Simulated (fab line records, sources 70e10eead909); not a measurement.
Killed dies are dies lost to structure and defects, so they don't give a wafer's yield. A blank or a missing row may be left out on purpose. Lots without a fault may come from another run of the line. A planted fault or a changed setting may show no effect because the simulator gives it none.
fab line records | flow nand_harc
record lots=5 wafers=15 last_day=32
route steps=1302 shown A_CHANNEL_FILL_D2@623 A_STAIRCASE@639
lots that met no fault: from a run of the same line without faults
start_h: hours from the record's first day to the start of the lot's first wafer shown | wait_h: hours since the lot's step before | " the same as in the row above | L1.1+2: a row that stands for several wafers | - no value, or no start given | * or withheld: withheld | < > ~ a bound
route shown NAME@n: a module of which the file shows steps, and the number in the route of the first | usual: mean/standard deviation of fault-free wafers | same: alike in all rows | chamber/n: place in a boat | sites: the reading at each site | _std_site: their standard deviation | _edge_site: outer sites' mean less inner sites' | radius_mm: how far each site lies from the wafer's centre | mask NAME#n: copy n | behind: the tool/chamber that last shaped the wafer | hold: why the lot was held/for how many hours/how that ended | device: the transistor (n, p or np) that didn't switch | end of line: the same wafers' tests at the end of the route | a step without rows: its recipe alone | killed: dies lost to structure and defects at the first sort, not the wafer's yield | map: a wafer's dies, x killed, . not, _ none there
set.NAME: the setting as run; set.NAME@STEP: as run at that earlier step | model.NAME: the simulator's own value behind a step, which no gauge read
lots at some steps of the route; a table a step, a row a wafer
services: from which hour (start_h, from the record's first day; less than 0 if before it) a tool's chamber was out of use, for how many hours, and why
## steps
# step NHARC_A_CHANNEL_FILL_D2_SRD_23
# columns lot.wafer tool chamber start_h wait_h
L077.6+3+1 wet_bench-07 0,2,4 360.82 0.0
L078.5+4+2 wet_bench-05 5,6,2 367.36 0.0
L090.4+6+3 wet_bench-05 5,6,0 473.00 0.0
L091.6+1+3 wet_bench-09 3,4,7 487.04 0.0
L093.5+6+3 wet_bench-09 4,5,6 520.41 0.0
# step NHARC_A_CHANNEL_FILL_D2_CVD_05
# recipe target_thk_a=50 temp_c=550 material=poly-Si
# usual tube_center_temp_C=550/0.05 zone_power_centre_pct=8.2/1.2
# columns lot.wafer tool chamber start_h wait_h tube_center_temp_C zone_power_centre_pct
L077.1 lpcvd_poly-03 0 363.09 2.3 549.97 10.0
L077.3 " 0 " " 549.99 10.1
L077.6 " 0 " " 550.04 10.0
L078.2 lpcvd_poly-02 0 369.79 2.4 550 8.0
L078.4 " 0 " " 549.98 7.9
L078.5 " 0 " " 549.99 8.0
L090.3 lpcvd_poly-01 0 475.35 2.3 549.99 6.9
L090.4 " 0 " " 549.96 7.0
L090.6 " 0 " " 549.99 6.9
L091.1 lpcvd_poly-02 0 489.47 2.4 549.99 7.9
L091.3 " 0 " " 550.06 7.8
L091.6 " 0 " " 549.85 8.0
L093.3 lpcvd_poly-02 0 522.84 2.4 550 7.9
L093.5 " 0 " " 550.08 7.9
L093.6 " 0 " " 549.99 7.9
# step NHARC_A_CHANNEL_FILL_D2_ANNEAL_22
# recipe temp_c=620 time_s=7200
# usual tube_center_temp_C=620/0.055 zone_power_centre_pct=8.7/0.56
# columns lot.wafer tool chamber start_h wait_h tube_center_temp_C zone_power_centre_pct
L077.1 furnace-04 0 365.35 0.4 619.99 9.1
L077.3 " 0 " " 619.96 9.1
L077.6 " 0 " " 620.03 9.1
L078.2 furnace-04 0 375.03 3.4 619.84 9.1
L078.4 " 0 " " 619.96 9.1
L078.5 " 0 " " 620 9.1
L090.3 furnace-05 0 480.46 3.3 619.99 8.8
L090.4 " 0 " " 620.05 8.7
L090.6 " 0 " " 619.96 8.8
L091.1 furnace-05 0 495.42 4.1 620.03 8.9
L091.3 " 0 " " 619.98 8.7
L091.6 " 0 " " 620 8.7
L093.3 furnace-05 0 525.29 0.6 619.99 8.9
L093.5 " 0 " " 620.02 8.8
L093.6 " 0 " " 619.93 8.8
# step NHARC_A_CHANNEL_FILL_D2_ALD_25
# recipe target_thk_a=600 pulse_time_s=10 ald_cycles=600 temp_c=300 material=SiOx
# usual heater_power_w=493/69 precursor_pulse_height_rel=0.998/0.02
# same pulse_time_s=10
# columns lot.wafer tool chamber start_h wait_h heater_power_w precursor_pulse_height_rel
L077.1 ald_hk-01 2 369.98 0.7 477 0.984
L077.3 " 0 371.22 1.9 607 0.996
L077.6 " 2 372.45 3.1 481 0.982
L078.4 ald_hk-02 0 379.07 0.0 442 0.976
L078.2 " 3 380.92 1.9 514 0.992
L078.5 " 1 382.15 3.1 422 0.991
L090.3 ald_hk-01 2 485.19 0.7 487 0.991
L090.4 " 0 486.42 1.9 630 1.024
L090.6 " 2 487.65 3.1 491 0.990
L091.1 ald_hk-01 0 499.50 0.1 655 1.002
L091.3 " 1 " " 520 0.989
L091.6 " 1 502.59 3.1 510 0.965
L093.3 ald_hk-02 0 531.20 1.9 451 0.939
L093.6 " 1 " " 428 0.972
L093.5 " 2 " " 382 0.994
# step NHARC_A_CHANNEL_FILL_D2_ETCHBACK_08
# recipe target_depth_a=2200 time_s=110 c4f8_flow_sccm=20 ar_flow_sccm=withheld rf_w=600 bias_w=300 chemistry=C4F8
# usual chamber_pressure_mTorr=25.001/0.023 oes_product_au=0.97/0.038 rf_vpp_V=440.7/2.8
# columns lot.wafer tool chamber start_h wait_h chamber_pressure_mTorr oes_product_au rf_hours_counter_h rf_vpp_V
L077.3 rie_diel-01 3 - - 25.023 0.91 4 443.6
L077.1 " 0 " " 24.993 0.92 4 442.6
L077.6 " 0 " " 24.966 0.91 - 442.0
L078.2 rie_diel-03 0 - - 24.973 1.02 3 437.7
L078.4 " 1 " " 25.031 1.00 3 438.0
L078.5 " 1 " " 24.988 1.00 - 437.3
L090.4 rie_diel-04 3 - - 25.028 0.96 21 437.1
L090.3 " 1 " " 25.037 0.97 21 443.4
L090.6 " 0 " " 25.000 0.97 - 445.0
L091.1 rie_diel-01 3 - - 25.003 0.98 2 443.8
L091.3 " 1 " " 25.013 1.01 3 439.8
L091.6 " 3 " " 24.995 0.99 - 442.2
L093.3 rie_diel-01 1 - - 25.001 0.98 3 440.0
L093.5 " 0 " " 24.999 0.98 - 442.3
L093.6 " 1 " " 24.977 0.99 - 441.2
# step NHARC_A_CHANNEL_FILL_D2_STRIP_29
# recipe time_s=20 o2_flow_sccm=500 ar_flow_sccm=0 bias_w=0 chemistry=O2
# usual chamber_pressure_mTorr=59.99/0.054 drypump_motor_current_A=5.7/0.4 oes_product_au=0.998/0.0082 rf_vpp_V=57.7/0.97 showerhead_plenum_p_Torr=3.52/0.15 throttle_valve_pct=17.036/0.0092
# columns lot.wafer tool chamber start_h wait_h chamber_pressure_mTorr drypump_motor_current_A oes_product_au rf_hours_counter_h rf_vpp_V showerhead_plenum_p_Torr throttle_valve_pct
L077.3 rie_diel-01 2 - - 60.00 5.7 0.991 5 55.9 3.38 17.032
L077.1 " 3 " " 59.94 6.1 1.000 4 58.4 3.69 17.049
L077.6 " 2 " " 60.09 5.7 1.009 - 56.7 3.38 17.042
L078.4 rie_diel-03 2 - - 60.04 6.1 1.011 2 58.0 3.69 17.031
L078.2 " 3 " " 59.90 5.5 0.998 2 57.2 3.63 17.018
L078.5 " 0 " " 59.92 5.7 1.013 - 57.1 3.32 17.030
L090.3 rie_diel-04 3 - - 59.93 6.3 0.988 21 57.8 3.29 17.041
L090.4 " 0 " " 59.99 4.9 0.997 21 58.7 3.72 17.027
L090.6 " 0 " " 59.82 4.9 0.994 - 59.1 3.72 17.038
L091.1 rie_diel-01 3 505.25 0.1 60.04 6.1 1.001 2 57.8 3.69 17.041
L091.3 " 1 " " 59.94 5.0 0.990 3 58.3 3.47 17.022
L091.6 " 3 " " 59.97 6.1 1.006 - 58.8 3.69 17.060
L093.3 rie_diel-01 1 - - 59.99 5.0 0.996 3 57.7 3.47 17.028
L093.6 " 0 " " 59.95 5.3 0.994 - 57.6 3.63 17.033
L093.5 " 1 " " 59.95 5.0 1.001 - 56.5 3.47 17.033
# step NHARC_A_CHANNEL_FILL_D2_PRECLEAN_30
# recipe time_s=30 chemistry=dHF
# columns lot.wafer tool chamber start_h wait_h
L077.6+1+3 wet_bench-07 2,3,5 375.18 -
L078.2+4+5 wet_bench-07 4,6,0 384.87 -
L090.3+4+6 wet_bench-07 4,6,0 490.37 -
L091.1+6+3 wet_bench-05 2,3,4 505.36 -
L093.6+5+3 wet_bench-07 2,3,5 535.12 -
# step NHARC_A_CHANNEL_FILL_D2_SRD_31
# columns lot.wafer tool chamber start_h wait_h
L077.6+1+3 wet_bench-07 2,3,5 375.20 0.0
L078.2+4+5 wet_bench-07 4,6,0 384.89 0.0
L090.3+4+6 wet_bench-07 4,6,0 490.40 0.0
L091.1+6+3 wet_bench-05 2,3,4 505.38 0.0
L093.6+5+3 wet_bench-07 2,3,5 535.15 0.0
# step NHARC_A_CHANNEL_FILL_D2_CVD_09
# recipe target_thk_a=1500 temp_c=620 pressure_mtorr=200 time_s=3000 material=poly-Si
# usual tube_center_temp_C=620/0.054 zone_power_centre_pct=10.8/1.6
# columns lot.wafer tool chamber start_h wait_h tube_center_temp_C zone_power_centre_pct
L077.1 lpcvd_poly-03 0 377.47 2.3 620.12 12.0
L077.3 " 0 " " 620.09 12.3
L077.6 " 0 " " 620.04 12.4
L078.2 lpcvd_poly-01 0 387.23 2.3 619.93 8.4
L078.4 " 0 " " 619.93 8.3
L078.5 " 0 " " 620.01 8.4
L090.3 lpcvd_poly-03 0 491.73 1.3 620.1 12.1
L090.4 " 0 " " 620.05 12.1
L090.6 " 0 " " 620.01 12.5
L091.1 lpcvd_poly-03 0 507.65 2.3 619.99 12.2
L091.3 " 0 " " 619.93 12.3
L091.6 " 0 " " 620.01 12.2
L093.3 lpcvd_poly-03 0 537.42 2.3 620 12.1
L093.5 " 0 " " 620.02 12.2
L093.6 " 0 " " 620 12.3
# step NHARC_A_CHANNEL_FILL_D2_CMP_10
# recipe target_thk_nm=150
# usual motor_current_A=12.3/0.8 time_to_endpoint_s=15.2/2.1
# columns lot.wafer tool chamber start_h wait_h motor_current_A time_to_endpoint_s
L077.3 cmp-02 3 380.67 0.4 13.7 15.8
L077.1 " 0 " " 11.8 14.7
L077.6 " 2 " " 11.8 16.0
L078.4 cmp-03 2 390.41 0.4 10.6 17.5
L078.2 " 0 " " 13.5 16.3
L078.5 " 2 " " 10.2 17.4
L090.3 cmp-03 3 494.93 0.4 11.2 14.7
L090.4 " 0 " " 13.6 14.9
L090.6 " 0 " " 13.6 15.1
L091.1 cmp-02 0 510.82 0.4 11.9 14.4
L091.3 " 1 " " 12.2 10.9
L091.6 " 3 " " 13.8 11.7
L093.3 cmp-03 3 540.67 0.4 11.6 17.1
L093.6 " 3 " " 11.2 14.7
L093.5 " 0 " " 12.4 14.7
# step NHARC_A_CHANNEL_FILL_D2_SRD_12
# columns lot.wafer tool chamber start_h wait_h
L077.3+6+1 wet_bench-05 7,0,1 380.92 0.0
L078.5+2+4 wet_bench-09 7,0,1 390.72 0.0
L090.3+4+6 wet_bench-09 4,6,1 495.23 0.0
L091.1+6+3 wet_bench-07 3,4,7 511.09 0.0
L093.6+5+3 wet_bench-09 7,1,4 540.96 0.0
# step NHARC_A_CHANNEL_FILL_D2_RTA_24
# recipe temp_c=1000 time_s=5
# usual lamp_power_pct=26.0/2.3 lamp_zone_3_pct=26.0/2.3 wafer_temp_C_max=1003.9/1
# columns lot.wafer tool chamber start_h wait_h lamp_power_pct lamp_zone_3_pct wafer_temp_C_max
L077.1 rtp_anneal-02 0 381.04 0.0 24.0 24.1 1004.3
L077.3 " 0 " " 24.1 24.1 1004.4
L077.6 " 0 " " 24.0 24.0 1004.1
L078.2 rtp_anneal-02 0 391.02 0.2 24.1 24.1 1003.7
L078.4 " 0 " " 24.1 24.1 1006.4
L078.5 " 0 " " 24.0 24.1 1003.9
L090.3 rtp_anneal-01 0 495.41 0.1 28.8 28.7 1002.7
L090.4 " 0 " " 28.8 28.8 1002.2
L090.6 " 0 " " 28.7 28.8 1003.8
L091.1 rtp_anneal-02 0 511.22 0.0 24.1 24.0 1007.2
L091.3 " 0 " " 24.1 24.1 1004.7
L091.6 " 0 " " 24.1 24.1 1005.2
L093.3 rtp_anneal-01 0 541.23 0.2 28.7 28.8 1003.1
L093.5 " 0 " " 28.7 28.8 1002.5
L093.6 " 0 " " 28.7 28.7 1003.0
# step NHARC_A_CHANNEL_FILL_D2_INSPECT_13
# usual raw_defect_count=385/110
# columns lot.wafer tool chamber start_h wait_h raw_defect_count
L077.1 defect_inspect-02 - 381.23 0.2 381
L077.3 " - " " 389
L077.6 " - " " 492
L078.2 defect_inspect-01 - 391.19 0.1 368
L078.4 " - " " 277
L078.5 " - " " 317
L090.3 defect_inspect-01 - 495.55 0.1 475
L090.4 " - " " 410
L090.6 " - " " 452
L091.1 defect_inspect-02 - 511.41 0.2 335
L091.3 " - " " 309
L091.6 " - " " 563
L093.3 defect_inspect-01 - 541.37 0.1 270
L093.5 " - " " 450
L093.6 " - " " 585
# step NHARC_A_STAIRCASE_DEP_156
# recipe target_thk_a=500 temp_c=400 target_thk_nm=50 flow_sccm=200 rf_w=450 material=SiNx
# usual heater_power_w=693/85
# columns lot.wafer tool chamber start_h wait_h heater_power_w
L077.1 pecvd-03 2 381.30 0.1 610
L077.3 " 2 " " 617
L077.6 " 1 " " 642
L078.2 pecvd-02 2 391.26 0.1 841
L078.5 " 2 " " 825
L078.4 " 0 " " 642
L090.3 pecvd-02 1 495.67 0.1 725
L090.4 " 2 " " 903
L090.6 " 0 " " 650
L091.1 pecvd-03 0 511.48 0.1 630
L091.3 " 2 " " 688
L091.6 " 2 " " 689
L093.3 pecvd-04 0 541.47 0.1 669
L093.5 " 2 " " 664
L093.6 " 1 " " 592
# step NHARC_A_STAIRCASE_DEHYDRATE_158
# recipe temp_c=150 time_s=120
# columns lot.wafer tool chamber start_h wait_h
L077.1+3+6 litho_track-02 0 381.66 0.3
L078.2+4+5 litho_track-07 0 391.53 0.2
L090.3+4+6 litho_track-03 0 495.89 0.2
L091.1+3+6 litho_track-02 0 511.75 0.2
L093.3+5+6 litho_track-07 0 541.71 0.2
# step NHARC_A_STAIRCASE_HMDS_159
# recipe time_s=30
# columns lot.wafer tool chamber start_h wait_h
L077.1+3+6 litho_track-02 0 - -
L078.2+4+5 litho_track-07 0 - -
L090.3+4+6 litho_track-03 0 - -
L091.1+3+6 litho_track-02 0 - -
L093.3+5+6 litho_track-07 0 - -
# step NHARC_A_STAIRCASE_COAT_160
# recipe spin_rpm=1200
# columns lot.wafer tool chamber start_h wait_h
L077.1+3+6 litho_track-02 0 - -
L078.2+4+5 litho_track-07 0 - -
L090.3+4+6 litho_track-03 0 - -
L091.1+3+6 litho_track-02 0 - -
L093.3+5+6 litho_track-07 0 - -
# step NHARC_A_STAIRCASE_SOFTBAKE_161
# recipe temp_c=135 time_s=170
# columns lot.wafer tool chamber start_h wait_h
L077.1+3+6 litho_track-02 0 - -
L078.2+4+5 litho_track-07 0 - -
L090.3+4+6 litho_track-03 0 - -
L091.1+3+6 litho_track-02 0 - -
L093.3+5+6 litho_track-07 0 - -
# step NHARC_A_STAIRCASE_EBR_162
# columns lot.wafer tool chamber start_h wait_h
L077.1+3+6 litho_track-02 0 - -
L078.2+4+5 litho_track-07 0 - -
L090.3+4+6 litho_track-03 0 - -
L091.1+3+6 litho_track-02 0 - -
L093.3+5+6 litho_track-07 0 - -
# step NHARC_A_STAIRCASE_EXPOSE_163
# recipe na=0.5 dose_mj=20.01 mask_id=STAIR_OPEN
# columns lot.wafer tool chamber start_h wait_h mask
L077.1+3+6 krf_scanner-04 0 381.87 - STAIR_OPEN#0
L078.2+4+5 krf_scanner-04 0 391.87 - STAIR_OPEN#0
L090.3+4+6 krf_scanner-01 0 496.26 - STAIR_OPEN#0
L091.1+3+6 krf_scanner-01 0 511.97 - STAIR_OPEN#0
L093.3+5+6 krf_scanner-04 0 542.06 - STAIR_OPEN#0
# step NHARC_A_STAIRCASE_PEB_164
# recipe peb_temp_c=115 peb_time_s=130
# columns lot.wafer tool chamber start_h wait_h
L077.1+3+6 litho_track-03 0 381.93 0.1
L078.2+4+5 litho_track-02 0 391.93 0.1
L090.3+4+6 litho_track-03 0 496.31 0.0
L091.1+3+6 litho_track-02 0 512.03 0.1
L093.3+5+6 litho_track-03 0 542.12 0.1
# step NHARC_A_STAIRCASE_DEVELOP_165
# recipe time_s=140
# columns lot.wafer tool chamber start_h wait_h
L077.1+3+6 litho_track-03 0 - -
L078.2+4+5 litho_track-02 0 - -
L090.3+4+6 litho_track-03 0 - -
L091.1+3+6 litho_track-02 0 - -
L093.3+5+6 litho_track-03 0 - -
# step NHARC_A_STAIRCASE_HARDBAKE_167
# recipe temp_c=120 time_s=140
# columns lot.wafer tool chamber start_h wait_h
L077.1+3+6 litho_track-02 0 382.15 -
L078.2+4+5 litho_track-07 0 392.16 -
L090.3+4+6 litho_track-02 0 496.54 -
L091.1+3+6 litho_track-03 0 512.25 -
L093.3+5+6 litho_track-02 0 542.35 -
# step NHARC_A_STAIRCASE_DESCUM_168
# recipe time_s=3 o2_flow_sccm=200 ar_flow_sccm=0 bias_power_w=0 chemistry=O2
# usual chamber_pressure_mTorr=60.00/0.059 drypump_motor_current_A=5.7/0.45 oes_product_au=1.000/0.0066 rf_vpp_V=57.9/0.93 showerhead_plenum_p_Torr=1.90/0.099 throttle_valve_pct=11.311/0.009
# columns lot.wafer tool chamber start_h wait_h chamber_pressure_mTorr drypump_motor_current_A oes_product_au rf_hours_counter_h rf_vpp_V showerhead_plenum_p_Torr throttle_valve_pct
L077.3 rie_diel-08 1 382.24 - 59.96 5.7 1.001 0 59.6 1.78 11.300
L077.1 " 3 " " 60.03 5.9 0.999 0 57.4 1.81 11.305
L077.6 " 1 " " 60.08 5.7 0.991 - 57.3 1.78 11.309
L078.2 rie_diel-08 2 392.26 - 59.97 6.3 0.997 3 58.0 1.91 11.325
L078.4 " 0 " " 60.06 4.9 0.994 6 58.6 2.06 11.327
L078.5 " 2 " " 59.95 6.3 1.001 - 58.4 1.91 11.314
L090.3 rie_diel-12 2 496.65 - 60.07 6.3 1.005 10 56.7 1.81 11.317
L090.4 " 2 " " 59.99 6.3 0.997 - 57.7 1.81 11.318
L090.6 " 3 " " 60.08 6.2 0.990 - 58.3 1.86 11.315
L091.3 rie_diel-11 0 512.34 - 60.07 5.5 0.998 21 57.7 1.87 11.317
L091.1 " 2 " " 60.01 6.4 0.995 24 57.2 2.07 11.303
L091.6 " 1 " " 60.05 5.4 1.011 - 57.1 1.96 11.307
L093.3 rie_diel-12 1 542.45 - 59.97 5.4 0.994 25 58.6 2.05 11.311
L093.5 " 1 " " 60.00 5.4 0.998 - 58.6 2.05 11.321
L093.6 " 2 " " 59.96 6.3 0.996 - 57.0 1.80 11.306
# step NHARC_A_STAIRCASE_ETCH_169
# recipe target_depth_a=500 time_s=107.1 ion_energy_ev=120 ch3f_flow_sccm=50 o2_flow_sccm=30 ar_flow_sccm=200 rf_w=500 bias_w=100 chemistry=CH3F/O2
# usual chamber_pressure_mTorr=25.001/0.029 drypump_motor_current_A=5.8/0.47 oes_product_au=0.962/0.017 rf_vpp_V=244.1/2 showerhead_plenum_p_Torr=2.44/0.13 throttle_valve_pct=20.663/0.009
# columns lot.wafer tool chamber start_h wait_h chamber_pressure_mTorr drypump_motor_current_A oes_product_au rf_hours_counter_h rf_vpp_V showerhead_plenum_p_Torr throttle_valve_pct
L077.1 rie_diel-08 1 382.33 0.1 25.002 5.7 0.959 0 240.9 2.30 20.664
L077.3 " 2 " " 24.973 6.3 0.958 0 244.9 2.46 20.670
L077.6 " 2 " " 24.975 6.3 0.956 - 243.9 2.46 20.669
L078.2 rie_diel-08 0 392.35 0.1 24.988 4.8 0.945 6 248.2 2.64 20.657
L078.4 " 2 " " 25.034 6.3 0.958 3 245.9 2.46 20.673
L078.5 " 0 " " 25.022 4.8 0.947 - 247.1 2.64 20.667
L090.3 rie_diel-12 3 496.77 0.1 25.038 6.3 0.939 12 244.0 2.40 20.661
L090.4 " 2 " " 24.998 6.3 0.947 - 241.2 2.33 20.669
L090.6 " 3 " " 25.001 6.3 0.943 - 242.8 2.40 20.688
L091.1 rie_diel-11 2 512.43 0.1 25.008 6.4 0.990 24 246.7 2.65 20.685
L091.3 " 0 " " 24.993 5.5 0.953 21 244.2 2.41 20.660
L091.6 " 2 " " 25.023 6.4 0.980 - 247.4 2.65 20.657
L093.3 rie_diel-12 2 542.57 0.1 24.995 6.3 0.943 26 242.6 2.32 20.666
L093.6 " 0 " " 25.036 5.7 0.956 - 245.2 2.53 20.648
L093.5 " 1 " " 24.958 5.4 0.940 - 247.3 2.62 20.660
# step NHARC_A_STAIRCASE_ETCH_170
# recipe target_depth_a=2000 time_s=66.667 ion_energy_ev=250 c4f6_flow_sccm=25 o2_flow_sccm=20 ar_flow_sccm=500 rf_w=600 bias_w=500 chemistry=C4F6/O2
# usual c4f6_flow_sccm=25.00/0.074 chamber_pressure_mTorr=30.000/0.028 drypump_motor_current_A=5.8/0.49 oes_product_au=0.974/0.013 rf_vpp_V=547/4.1 showerhead_plenum_p_Torr=3.91/0.19 throttle_valve_pct=26.903/0.0092
# columns lot.wafer tool chamber start_h wait_h c4f6_flow_sccm chamber_pressure_mTorr drypump_motor_current_A oes_product_au rf_hours_counter_h rf_vpp_V showerhead_plenum_p_Torr throttle_valve_pct
L077.1 rie_diel-08 1 - - 24.95 30.004 5.8 0.965 0 540 3.68 26.899
L077.3 " 2 " " 25.16 29.983 6.3 0.976 0 547 3.93 26.918
L077.6 " 1 " " 25.04 29.956 5.7 0.974 - 541 3.68 26.895
L078.4 rie_diel-08 0 - - 25.02 29.972 4.9 0.975 6 552 4.19 26.906
L078.2 " 2 " " 24.99 30.033 6.3 0.965 3 547 3.92 26.907
L078.5 " 1 " " 25.09 30.003 5.7 0.958 - 542 3.68 26.902
L090.3 rie_diel-12 3 - - 25.10 30.009 6.3 0.954 12 546 3.83 26.907
L090.4 " 3 " " 24.99 29.995 6.3 0.948 - 545 3.83 26.901
L090.6 " 2 " " 25.01 30.017 6.3 0.953 - 541 3.73 26.885
L091.1 rie_diel-11 2 - - 25.09 29.990 6.4 0.983 24 553 4.21 26.913
L091.3 " 0 " " 25.03 30.007 5.5 0.970 21 545 3.85 26.890
L091.6 " 1 " " 24.99 30.057 5.4 0.985 - 548 4.01 26.891
L093.3 rie_diel-12 1 - - 24.93 29.990 5.4 0.949 25 552 4.17 26.906
L093.5 " 0 " " 24.90 29.976 5.7 0.973 - 549 4.03 26.900
L093.6 " 1 " " 25.02 30.009 5.4 0.945 - 552 4.17 26.891
# step NHARC_A_STAIRCASE_STRIP_171
# recipe power_w=1500 temp_c=250 chemistry=O2
# usual drypump_motor_current_A=5.3/0.32 heater_power_w=333/22
# columns lot.wafer tool chamber start_h wait_h drypump_motor_current_A heater_power_w rf_hours_counter_h
L077.1 plasma_asher-01 1 382.56 - 4.6 321 2
L077.3 " 0 " " 5.7 316 -
L077.6 " 1 " " 4.6 317 -
L078.2 plasma_asher-01 1 392.57 - 4.7 315 5
L078.4 " 1 " " 4.7 312 -
L078.5 " 0 " " 5.7 317 -
L090.4 plasma_asher-02 1 497.21 - 5.4 364 -
L090.3 " 0 " " 5.4 316 -
L090.6 " 0 " " 5.4 318 -
L091.1 plasma_asher-02 1 512.66 - 5.4 354 12
L091.3 " 1 " " 5.4 360 -
L091.6 " 1 " " 5.4 362 -
L093.3 plasma_asher-01 0 542.93 - 5.7 314 -
L093.6 " 1 " " 4.7 311 -
L093.5 " 0 " " 5.7 317 -
# step NHARC_A_STAIRCASE_STRIP_172
# recipe time_s=900 temp_c=130 chemistry=SPM
# usual bath_guard_temp_C=130.1/0.51 bath_heat_duty_pct=15.1/1.7
# columns lot.wafer tool chamber start_h wait_h bath_guard_temp_C bath_heat_duty_pct
L077.3 wet_bench-02 3 382.92 0.2 129.4 12.2
L077.6 " 4 " " 129.2 15.0
L077.1 " 6 " " 129.7 14.6
L078.5 wet_bench-06 7 392.93 0.1 131.2 12.3
L078.4 " 2 " " 130.7 13.4
L078.2 " 3 " " 130.6 15.5
L090.3 wet_bench-01 0 497.47 0.2 130.9 15.0
L090.4 " 3 " " 130.4 16.8
L090.6 " 4 " " 129.4 15.1
L091.3 wet_bench-02 3 513.03 0.2 129.5 12.3
L091.6 " 5 " " 130.5 14.8
L091.1 " 6 " " 130.1 13.7
L093.5 wet_bench-06 4 543.15 0.1 129.6 17.5
L093.3 " 5 " " 130.7 13.3
L093.6 " 7 " " 131.1 12.8
# step NHARC_A_STAIRCASE_PRECLEAN_173
# recipe time_s=* temp_c=50 bath_age_min=0 chemistry=SC1
# usual bath_guard_temp_C=50.1/0.52 bath_heat_duty_pct=7.2/0.82
# columns lot.wafer tool chamber start_h wait_h bath_guard_temp_C bath_heat_duty_pct
L077.3 wet_bench-02 3 - - 49.4 6.9
L077.6 " 4 " " 49.2 6.6
L077.1 " 6 " " 49.8 7.5
L078.5 wet_bench-06 7 - - 50.8 5.9
L078.4 " 2 " " 50.7 7.1
L078.2 " 3 " " 50.0 8.5
L090.3 wet_bench-01 0 - - 50.8 6.8
L090.4 " 3 " " 50.2 8.0
L090.6 " 4 " " 49.8 6.2
L091.3 wet_bench-02 3 - - 49.6 6.1
L091.6 " 5 " " 50.7 6.5
L091.1 " 6 " " 50.4 7.0
L093.5 wet_bench-06 4 - - 49.9 8.5
L093.3 " 5 " " 50.6 6.8
L093.6 " 7 " " 51.0 6.3
# step NHARC_A_STAIRCASE_SRD_174
# columns lot.wafer tool chamber start_h wait_h
L077.3+6+1 wet_bench-02 3,4,6 - -
L078.5+4+2 wet_bench-06 7,2,3 - -
L090.3+4+6 wet_bench-01 0,3,4 - -
L091.3+6+1 wet_bench-02 3,5,6 - -
L093.5+3+6 wet_bench-06 4,5,7 - -
# step NHARC_A_STAIRCASE_DEHYDRATE_01
# recipe temp_c=150 time_s=120
# columns lot.wafer tool chamber start_h wait_h
L077.1+3+6 litho_track-02 0 383.45 -
L078.2+4+5 litho_track-03 0 393.37 -
L090.3+4+6 litho_track-03 0 497.92 -
L091.1+3+6 litho_track-03 0 513.56 -
L093.3+5+6 litho_track-02 0 543.59 -
# step NHARC_A_STAIRCASE_HMDS_02
# recipe time_s=30
# columns lot.wafer tool chamber start_h wait_h
L077.1+3+6 litho_track-02 0 - -
L078.2+4+5 litho_track-03 0 - -
L090.3+4+6 litho_track-03 0 - -
L091.1+3+6 litho_track-03 0 - -
L093.3+5+6 litho_track-02 0 - -
# step NHARC_A_STAIRCASE_COAT_03
# recipe spin_rpm=1200
# columns lot.wafer tool chamber start_h wait_h
L077.1+3+6 litho_track-02 0 - -
L078.2+4+5 litho_track-03 0 - -
L090.3+4+6 litho_track-03 0 - -
L091.1+3+6 litho_track-03 0 - -
L093.3+5+6 litho_track-02 0 - -
# step NHARC_A_STAIRCASE_SOFTBAKE_04
# recipe temp_c=135 time_s=170
# columns lot.wafer tool chamber start_h wait_h
L077.1+3+6 litho_track-02 0 - -
L078.2+4+5 litho_track-03 0 - -
L090.3+4+6 litho_track-03 0 - -
L091.1+3+6 litho_track-03 0 - -
L093.3+5+6 litho_track-02 0 - -
# step NHARC_A_STAIRCASE_EBR_05
# columns lot.wafer tool chamber start_h wait_h
L077.1+3+6 litho_track-02 0 - -
L078.2+4+5 litho_track-03 0 - -
L090.3+4+6 litho_track-03 0 - -
L091.1+3+6 litho_track-03 0 - -
L093.3+5+6 litho_track-02 0 - -
# step NHARC_A_STAIRCASE_EXPOSE_06
# recipe na=0.5 dose_mj=25.43 mask_id=STAIR
# columns lot.wafer tool chamber start_h wait_h mask
L077.1+3+6 krf_scanner-01 0 383.78 - STAIR#0
L078.2+4+5 krf_scanner-04 0 393.72 - STAIR#0
L090.3+4+6 krf_scanner-02 0 498.26 - STAIR#0
L091.1+3+6 krf_scanner-01 0 513.89 - STAIR#0
L093.3+5+6 krf_scanner-04 0 543.93 - STAIR#0
# step NHARC_A_STAIRCASE_PEB_07
# recipe peb_temp_c=115 peb_time_s=130
# columns lot.wafer tool chamber start_h wait_h
L077.1+3+6 litho_track-07 0 383.85 0.1
L078.2+4+5 litho_track-07 0 393.78 0.1
L090.3+4+6 litho_track-02 0 498.32 0.0
L091.1+3+6 litho_track-02 0 513.96 0.1
L093.3+5+6 litho_track-07 0 543.99 0.1
# step NHARC_A_STAIRCASE_DEVELOP_08
# recipe time_s=140
# columns lot.wafer tool chamber start_h wait_h
L077.1+3+6 litho_track-07 0 - -
L078.2+4+5 litho_track-07 0 - -
L090.3+4+6 litho_track-02 0 - -
L091.1+3+6 litho_track-02 0 - -
L093.3+5+6 litho_track-07 0 - -
# step NHARC_A_STAIRCASE_HARDBAKE_10
# recipe temp_c=120 time_s=140
# columns lot.wafer tool chamber start_h wait_h
L077.1+3+6 litho_track-02 0 384.07 -
L078.2+4+5 litho_track-07 0 394.00 -
L090.3+4+6 litho_track-03 0 498.55 -
L091.1+3+6 litho_track-02 0 514.18 -
L093.3+5+6 litho_track-07 0 544.22 -
## services
# columns tool chamber start_h hours kind
wet_bench-07 - 351.94 7.0 repair
wet_bench-09 - 352.86 8.0 pm
krf_scanner-04 - 354.00 4.0 pm
wet_bench-06 - 369.60 8.0 pm
rie_diel-08 - 370.64 9.0 pm
rie_diel-01 - 380.80 9.0 pm
lpcvd_poly-03 - 386.00 26.0 pm
litho_track-02 - 402.00 7.0 pm
rie_diel-08 1 406.95 5.1 repair
wet_bench-02 - 420.00 8.0 pm
rie_diel-01 3 423.84 11.2 repair
litho_track-07 - 426.00 7.0 pm
rie_diel-01 1 438.25 13.3 repair
rie_diel-12 - 449.15 9.0 pm
litho_track-03 - 450.00 7.0 pm
rie_diel-01 3 453.98 7.3 repair
rie_diel-01 0 460.68 2.5 repair
wet_bench-02 - 467.90 2.8 repair
rie_diel-12 - 471.86 0.6 repair
rie_diel-01 3 481.15 2.7 repair
rie_diel-12 1 495.04 11.0 repair
rie_diel-08 1 498.58 30.5 repair
rie_diel-01 0 501.21 8.1 repair
wet_bench-07 - 512.00 8.0 pm
## key
fault none
